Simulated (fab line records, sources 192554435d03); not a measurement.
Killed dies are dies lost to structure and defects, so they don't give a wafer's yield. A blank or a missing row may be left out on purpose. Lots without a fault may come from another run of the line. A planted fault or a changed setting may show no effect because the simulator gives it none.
fab line records | flow n5_finfet
record lots=4 wafers=12 last_day=16
route steps=1938 shown SD_EPI_N@266 SD_EPI_P@295 BEOL_M4@1111
lots that met no fault: from a run of the same line without faults
start_h: hours from the record's first day to the start of the lot's first wafer shown | wait_h: hours since the lot's step before | " the same as in the row above | L1.1+2: a row that stands for several wafers | - no value, or no start given | * or withheld: withheld | < > ~ a bound
route shown NAME@n: a module of which the file shows steps, and the number in the route of the first | usual: mean/standard deviation of fault-free wafers | same: alike in all rows | chamber/n: place in a boat | sites: the reading at each site | _std_site: their standard deviation | _edge_site: outer sites' mean less inner sites' | radius_mm: how far each site lies from the wafer's centre | mask NAME#n: copy n | behind: the tool/chamber that last shaped the wafer | hold: why the lot was held/for how many hours/how that ended | device: the transistor (n, p or np) that didn't switch | end of line: the same wafers' tests at the end of the route | a step without rows: its recipe alone | killed: dies lost to structure and defects at the first sort, not the wafer's yield | map: a wafer's dies, x killed, . not, _ none there
set.NAME: the setting as run; set.NAME@STEP: as run at that earlier step | model.NAME: the simulator's own value behind a step, which no gauge read
lots at some steps of the route; a table a step, a row a wafer
services: from which hour (start_h, from the record's first day; less than 0 if before it) a tool's chamber was out of use, for how many hours, and why
## steps
# step N5_SD_EPI_N_SOFTBAKE_04
# recipe temp_c=110 time_s=60 resist=CAR-ArF-block
# step N5_SD_EPI_N_EXPOSE_06
# recipe mask_id=SD_N_BLK na=1.35 source_shape=conventional sigma_outer=0.8 polarization=unpolarized target_cd_nm=120 dose_mj=39.75
# step N5_SD_EPI_N_PEB_07
# recipe peb_temp_c=110 peb_time_s=60 resist=CAR-ArF-block
# step N5_SD_EPI_N_DEVELOP_08
# recipe develop_time_s=30 developer=TMAH resist=CAR-ArF-block dev_temp_c=23 rinse_liquid=diw dry=air_spin
# step N5_SD_EPI_N_DESCUM_14
# recipe chemistry=O2 time_s=7.9 source_power_w=50 bias_power_w=20 pressure_mtorr=20 rf_frequency_hz=2.712e+07 temp_c=40 resist=CAR-ArF-block o2_flow_sccm=225
# step N5_SD_EPI_N_ETCH_34
# recipe chemistry=CF4 target=SiARC target_depth_a=455 mask_material=CAR-ArF-block time_s=75.8 ion_energy_ev=80 pressure_mtorr=40 source_w=545 bias_w=36 Ar_flow_sccm=100 cf4_flow_sccm=100 ends=cleared
# step N5_SD_EPI_N_ETCH_35
# recipe chemistry=N2/H2 target=SOC overetch_a=1080 mask_material=SiARC temp_c=40 ion_energy_ev=100 source_w=3000 bias_w=133 pressure_mtorr=20 time_s=486 n2_flow_sccm=200 h2_flow_sccm=200
# step N5_SD_EPI_N_STRIP_36
# recipe chemistry=N2/H2 temp_c=40 n2_flow_sccm=200 h2_flow_sccm=200 rf_frequency_hz=6e+07
# step N5_SD_EPI_N_ETCHBACK_44
# recipe chemistry=CH3F/O2 mode=anisotropic_etchback target=SiNx target_depth_a=145 stop_on=SiO2 over_etch_frac=0.3 ion_energy_ev=120 pressure_mtorr=30 source_w=395 bias_w=73 Ar_flow_sccm=150 CH3F_flow_sccm=30 O2_flow_sccm=20
# step N5_SD_EPI_N_ETCH_45
# recipe chemistry=CH3F/O2 target=SiOCN target_depth_a=60 mask_material=SOC ion_energy_ev=60 bias_w=29 pressure_mtorr=15 source_w=410 Ar_flow_sccm=150 CH3F_flow_sccm=30 O2_flow_sccm=20
# usual chamber_pressure_mTorr=15.000/0.012 drypump_motor_current_A=5.9/0.54 oes_product_au=0.78/0.083 rf_vpp_V=127.6/0.97 showerhead_plenum_p_Torr=2.00/0.065 throttle_valve_pct=23.34/0.25
# columns lot.wafer tool chamber start_h wait_h chamber_pressure_mTorr drypump_motor_current_A oes_product_au rf_hours_counter_h rf_vpp_V showerhead_plenum_p_Torr throttle_valve_pct model.etch.depth_nm
L685.2 rie_diel-06 2 67.86 0.1 15.001 5.9 0.76 119 126.3 1.93 23.07 5.975
L685.4 " 1 " " 15.009 5.7 0.78 101 129.6 2.09 23.63 6.034
L685.6 " 3 " " 14.999 4.9 0.86 - 127.5 2.02 23.39 6.147
L689.2 rie_diel-04 1 90.23 0.1 14.989 5.9 0.68 237 128.9 1.96 23.47 5.927
L689.3 " 0 " " 14.999 6.6 0.70 215 127.4 1.98 23.48 5.99
L689.5 " 1 " " 14.970 5.9 0.69 - 128.2 1.96 23.47 5.955
L700.2 rie_diel-04 2 159.19 0.1 14.986 5.8 0.84 61 125.8 1.94 23.39 2.833
L700.3 " 3 " " 15.015 6.0 0.86 49 129.2 2.11 23.18 2.797
L700.5 " 3 " " 15.003 6.0 0.85 - 129.1 2.11 23.18 2.815
L703.2 rie_diel-04 3 175.32 0.1 14.987 6.0 0.84 57 129.4 2.11 23.20 2.798
L703.5 " 1 " " 14.994 5.9 0.99 - 128.7 1.96 23.22 2.821
L703.6 " 2 " " 14.994 5.8 0.84 - 127.4 1.94 23.40 2.829
# step N5_SD_EPI_N_ETCH_16
# recipe chemistry=CHF3/O2 target=SiO2 target_depth_a=50 mask_material=SOC pressure_mtorr=30 source_w=650 bias_w=170 Ar_flow_sccm=200 CHF3_flow_sccm=50 O2_flow_sccm=5 ion_energy_ev=200
# step N5_SD_EPI_N_STRIP_47
# recipe chemistry=CHF3/O2 resist=SiARC rf_frequency_hz=6e+07
# step N5_SD_EPI_N_SD_RECESS_17
# recipe chemistry=HBr/Cl2/O2 target_depth_a=410 mask_material=SOC time_s=23.7 bt_time_s=3 pressure_mtorr=10 icp_w=800 bias_w=112 HBr_flow_sccm=150 Cl2_flow_sccm=80 O2_flow_sccm=12
# step N5_SD_EPI_N_STRIP_38
# recipe chemistry=N2/H2 power_w=1000 temp_c=250 h2_frac=0.65 overash_fraction=0.3 pressure_mtorr=withheld n2_flow_sccm=1750 h2_flow_sccm=3250
# step N5_SD_EPI_N_WET_ETCH_43
# recipe chemistry=dHF dilution=withheld time_s=14 target=SiO2 target_depth_a=15 temp_c=25
# step N5_SD_EPI_N_STRIP_18
# recipe chemistry=SPM time_s=750 temp_c=130 h2so4_h2o2_vol_ratio=4
# step N5_SD_EPI_N_SRD_20
# recipe dry=ipa_marangoni do_ppb=5 time_s=30 temp_c=23 rinse_liquid=diw
# step N5_SD_EPI_N_PRECLEAN_48
# recipe chemistry=NF3:NH3 afs_cycles=2 temp_c=30 time_s=20 sublimation_temp_c=180 sublimation_time_s=60 pressure_torr=3 rf_power_w=30
# step N5_SD_EPI_N_VAPOR_ETCH_50
# recipe chemistry=HCl target=Si temp_c=775 time_s=54 pressure_torr=20 mode=isotropic
# step N5_SD_EPI_N_EPI_21
# recipe material=Si:P dopant=P temp_c=680 pressure_torr=255 time_s=690
# step N5_SD_EPI_N_PRECLEAN_24
# recipe chemistry=O3/DIW time_s=60 temp_c=22 o3_ppm=10
# step N5_SD_EPI_N_SRD_25
# recipe time_s=30 temp_c=23 rinse_liquid=diw dry=ipa_marangoni
# step N5_SD_EPI_N_PRECLEAN_49
# recipe chemistry=NF3:NH3 afs_cycles=1 temp_c=30 time_s=20 sublimation_temp_c=180 sublimation_time_s=60 pressure_torr=3 rf_power_w=30
# step N5_SD_EPI_N_LINER_46
# recipe material=SiNx target_thk_a=30 temp_c=400 ald_precursor_family=SiH2I2 ald_co_reactant=N2/H2-plasma pressure_torr=2
# step N5_SD_EPI_P_COAT_34
# recipe resist=SOC temp_c=250 time_s=60 spin_rpm=1500 resist_thk_nm=350
# step N5_SD_EPI_P_COAT_35
# recipe resist=SiARC temp_c=220 time_s=60 spin_rpm=1500 resist_thk_nm=35
# step N5_SD_EPI_P_COAT_03
# recipe resist=CAR-ArF-block spin_rpm=1500 resist_thk_nm=150
# step N5_SD_EPI_P_EBR_05
# recipe solvent=PGMEA ebr_width_mm=1.5
# step N5_SD_EPI_P_SOFTBAKE_04
# recipe temp_c=110 time_s=60 resist=CAR-ArF-block
# step N5_SD_EPI_P_EXPOSE_06
# recipe mask_id=SD_P_BLK na=1.35 source_shape=conventional sigma_outer=0.8 polarization=unpolarized target_cd_nm=240 dose_mj=39.5
# step N5_SD_EPI_P_PEB_07
# recipe peb_temp_c=110 peb_time_s=60 resist=CAR-ArF-block
# step N5_SD_EPI_P_DEVELOP_08
# recipe develop_time_s=30 developer=TMAH resist=CAR-ArF-block dev_temp_c=23 rinse_liquid=diw dry=air_spin
# step N5_SD_EPI_P_DESCUM_14
# recipe chemistry=O2 time_s=7.9 source_power_w=50 bias_power_w=20 pressure_mtorr=20 rf_frequency_hz=2.712e+07 temp_c=40 resist=CAR-ArF-block o2_flow_sccm=225
# step N5_SD_EPI_P_ETCH_36
# recipe chemistry=CF4 target=SiARC target_depth_a=455 mask_material=CAR-ArF-block time_s=75.8 ion_energy_ev=80 pressure_mtorr=40 source_w=545 bias_w=36 Ar_flow_sccm=100 cf4_flow_sccm=100 ends=cleared
# step N5_BEOL_M4_RC_MEAS_101
# usual DIBL_N=36.3/1 DIBL_P=36.2/1.4 IOFF_N=0.157/0.021 IOFF_P=0.206/0.025 ION_N=673/9 ION_P=461/6.4 REXT_N=75.0/1.5 SS_N=71.5/0.5 SS_P=73.2/0.47 VT_N=249.9/2.4 VT_P=-250.6/2.9
# columns lot.wafer tool chamber start_h wait_h DIBL_N[mV/V] DIBL_P[mV/V] IOFF_N[nA/um] IOFF_P[nA/um] ION_N[uA/um] ION_P[uA/um] REXT_N[ohm.um] SS_N[mV/dec] SS_P[mV/dec] VT_N[mV] VT_P[mV]
L685.2 prober-02 0 173.24 0.2 35.0 34.9 0.150 0.184 671 456 75.6 72.2 73.3 251.1 -254.3
L685.4 " 0 " " 36.1 35.6 0.175 0.207 675 459 76.2 71.6 73.8 248.2 -252.8
L685.6 " 0 " " 33.2 32.3 0.134 0.165 669 459 75.7 70.9 72.6 252.3 -256.9
L689.2 prober-01 0 205.92 0.2 35.4 36.7 0.171 0.242 685 475 73.7 71.3 73.3 246.4 -247.5
L689.3 " 0 " " 35.2 36.4 0.175 0.233 681 466 73.6 71.3 73.0 248.7 -247.1
L689.5 " 0 " " 36.5 37.6 0.194 0.253 675 463 75.0 73.0 73.9 245.6 -245.2
L700.2 prober-01 0 271.26 0.2 35.5 35.9 0.140 0.209 667 466 77.9 70.9 72.9 250.7 -249.9
L700.3 " 0 " " 35.8 36.0 0.142 0.212 668 463 77.9 71.4 72.7 251.6 -248.4
L700.5 " 0 " " 35.9 36.2 0.141 0.218 661 466 79.0 71.1 73.3 251.3 -247.1
L703.2 prober-01 0 289.31 0.2 36.9 36.1 0.155 0.236 675 470 79.8 72.0 72.6 249.5 -246.5
L703.5 " 0 " " 36.8 35.7 0.153 0.234 670 463 78.9 71.4 73.8 252.0 -245.9
L703.6 " 0 " " 36.0 35.1 0.142 0.210 667 463 79.6 70.3 73.3 250.4 -250.4
## services
# columns tool chamber start_h hours kind
rie_diel-04 0 96.47 9.4 repair
rie_diel-04 1 108.49 18.2 repair
rie_diel-04 1 151.30 - clean
rie_diel-04 1 151.30 - consumable_replace:focus_ring
rie_diel-04 1 151.30 20.6 scheduled_down
rie_diel-04 1 151.30 20.6 vent_cycle
rie_diel-06 2 154.30 2.7 repair
## key
first_sign step=N5_BEOL_M4_RC_MEAS_101 reading=REXT_N direction=up sigmas=2.6 usual=75.0 struck=78.9
effect none on later readings
model_effect step=N5_SD_EPI_N_ETCH_45 value=etch.depth_nm without=6.077 struck=2.816
met_at N5_SD_EPI_N_ETCH_45
struck_wafers L700.2,L700.3,L700.5,L703.2,L703.5,L703.6
onset_between 90.23 159.19
also_fits time
fault kind=process_parameter_drift tool=rie_diel-04 chamber=- onset_h=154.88 steps=N5_SD_EPI_N_ETCH_45 channel=target_depth_a offset=-32.201 shape=step end_h=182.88 acts_in=these_recipes_only stated=60
